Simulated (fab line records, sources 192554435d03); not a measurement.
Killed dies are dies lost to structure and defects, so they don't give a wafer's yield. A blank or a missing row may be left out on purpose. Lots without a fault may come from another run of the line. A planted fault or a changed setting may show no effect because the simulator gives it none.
Split-lot experiment | flow n5_finfet | 7 lots, 39 wafers read, on a route of 1938 steps

THE SPLIT
At N5_MOL_CONTACT_COAG_ALD_133 (deposits SiO2, target thk 5 nm, pulse time 1 s, co reactant pulse time 1 s), the setting ald_cycles was moved away from the recipe's 35 on 9 of the 39 wafers read, by -17.1% to +5.7%. The other wafers ran this setting at the recipe's value.

The reading is taken at the split's own step.

THE READING
SiO2_of_MOL_CONTACT_COAG_ALD_133.thk_nm (the simulator's own value, which no gauge read), in nm, at N5_MOL_CONTACT_COAG_ALD_133 (deposits SiO2, target thk 5 nm, pulse time 1 s, co reactant pulse time 1 s). The file gives no usual value for it.

wafer  | tool, chamber at the split | ald_cycles as run | against the recipe | SiO2_of_MOL_CONTACT_COAG_ALD_133.thk_nm, nm | against lot-mates on the recipe
L076.1 | ald_sin-01, 0,3,1,2,2,1    | 35                | recipe             | 5                                           | -
L076.2 | ald_sin-01, 0,3,1,2,2,1    | 35                | recipe             | 5                                           | -
L076.3 | ald_sin-01, 0,3,1,2,2,1    | 35                | recipe             | 5                                           | -
L076.4 | ald_sin-01, 0,3,1,2,2,1    | 35                | recipe             | 5                                           | -
L076.5 | ald_sin-01, 0,3,1,2,2,1    | 35                | recipe             | 5                                           | -
L076.6 | ald_sin-01, 0,3,1,2,2,1    | 35                | recipe             | 5                                           | -
L077.1 | ald_sin-04, 2,3,0,1,0,3    | 35                | recipe             | 5                                           | -
L077.2 | ald_sin-04, 2,3,0,1,0,3    | 35                | recipe             | 5                                           | -
L077.3 | ald_sin-04, 2,3,0,1,0,3    | 35                | recipe             | 5                                           | -
L077.4 | ald_sin-04, 2,3,0,1,0,3    | 35                | recipe             | 5                                           | -
L077.5 | ald_sin-04, 2,3,0,1,0,3    | 35                | recipe             | 5                                           | -
L077.6 | ald_sin-04, 2,3,0,1,0,3    | 35                | recipe             | 5                                           | -
L078.1 | ald_sin-03, 1,2,3          | 35                | recipe             | 5                                           | -
L078.2 | ald_sin-03, 1,2,3          | 35                | recipe             | 5                                           | -
L078.4 | ald_sin-03, 1,2,3          | 35                | recipe             | 5                                           | -
L084.1 | ald_sin-03, 2,3,0          | 29                | -17.1%             | 4.2                                         | -0.8
L084.4 | ald_sin-03, 2,3,0          | 29                | -17.1%             | 4.2                                         | -0.8
L084.5 | ald_sin-03, 2,3,0          | 29                | -17.1%             | 4.2                                         | -0.8
L084.2 | ald_sin-03, 0,1,3          | 35                | recipe             | 5                                           | -
L084.3 | ald_sin-03, 0,1,3          | 35                | recipe             | 5                                           | -
L084.6 | ald_sin-03, 0,1,3          | 35                | recipe             | 5                                           | -
L087.1 | ald_sin-03, 3,2,1,2,3,1    | 35                | recipe             | 5                                           | -
L087.2 | ald_sin-03, 3,2,1,2,3,1    | 35                | recipe             | 5                                           | -
L087.3 | ald_sin-03, 3,2,1,2,3,1    | 35                | recipe             | 5                                           | -
L087.4 | ald_sin-03, 3,2,1,2,3,1    | 35                | recipe             | 5                                           | -
L087.5 | ald_sin-03, 3,2,1,2,3,1    | 35                | recipe             | 5                                           | -
L087.6 | ald_sin-03, 3,2,1,2,3,1    | 35                | recipe             | 5                                           | -
L093.1 | ald_sin-04, 1,2,3          | 35                | recipe             | 5                                           | -
L093.3 | ald_sin-04, 1,2,3          | 35                | recipe             | 5                                           | -
L093.4 | ald_sin-04, 1,2,3          | 35                | recipe             | 5                                           | -
L093.2 | ald_sin-04, 0              | 37                | +5.7%              | 5.4                                         | +0.4
L093.6 | ald_sin-04, 0              | 37                | +5.7%              | 5.4                                         | +0.4
L093.5 | ald_sin-04, 1              | 37                | +5.7%              | 5.2                                         | +0.2
L096.1 | ald_sin-01, 2              | 37                | +5.7%              | 5.2                                         | +0.2
L096.2 | ald_sin-01, 1,3,2          | 35                | recipe             | 5                                           | -
L096.4 | ald_sin-01, 1,3,2          | 35                | recipe             | 5                                           | -
L096.6 | ald_sin-01, 1,3,2          | 35                | recipe             | 5                                           | -
L096.3 | ald_sin-01, 0,3            | 37                | +5.7%              | 5.4                                         | +0.4
L096.5 | ald_sin-01, 0,3            | 37                | +5.7%              | 5.4                                         | +0.4
Where a row lists several chambers, the file gives one row for several wafers and doesn't say which wafer went through which chamber.

THE FIT
A straight line over all 39 wafers: SiO2_of_MOL_CONTACT_COAG_ALD_133.thk_nm changes by +0.049 nm for each +1% of ald_cycles; r = +0.99; the points scatter about the line by 0.044 nm.
The same after taking each lot's own level away (the mean of its wafers on the recipe; 39 wafers): +0.049 nm for each +1%; r = +0.99; scatter 0.044 nm.
On that fit, the largest move of ald_cycles shifts the reading by 0.84 nm.
The lots' own levels span 5.00 to 5.00 nm.
So the lot-to-lot level changes the slope little: the two slopes agree.
Check: with one of the wafers moved furthest among these (-17.1%) left out of the fit, the line predicts -0.839 nm for it against its lot-mates. It came out at -0.8 nm against them.

OTHER SPLITS ON THESE WAFERS
These wafers also went through other splits before the reading. Each is held against what the fit with the lots' levels taken away leaves over:
other split on the same wafers       | wafers away from the commonest value | r with SiO2_of_MOL_CONTACT_COAG_ALD_133.thk_nm (lot level and that fit taken away)
N5_DUMMY_GATE_EXPOSE_12 dose_mj      | 15                                   | +0.05
N5_DUMMY_GATE_ETCH_37 source_w       | 15                                   | +0.04
N5_DUMMY_GATE_ETCH_31 target_depth_a | 15                                   | -0.22
N5_GATE_CUT_ETCH_56 target_depth_a   | 15                                   | -0.06
N5_MOL_CONTACT_COAG_ETCH_105 bias_w  | 18                                   | +0.17

THE FILE'S OWN FIT
SiO2_of_MOL_CONTACT_COAG_ALD_133.thk_nm changes by +0.0488 nm for each +1% of ald_cycles, r = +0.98.
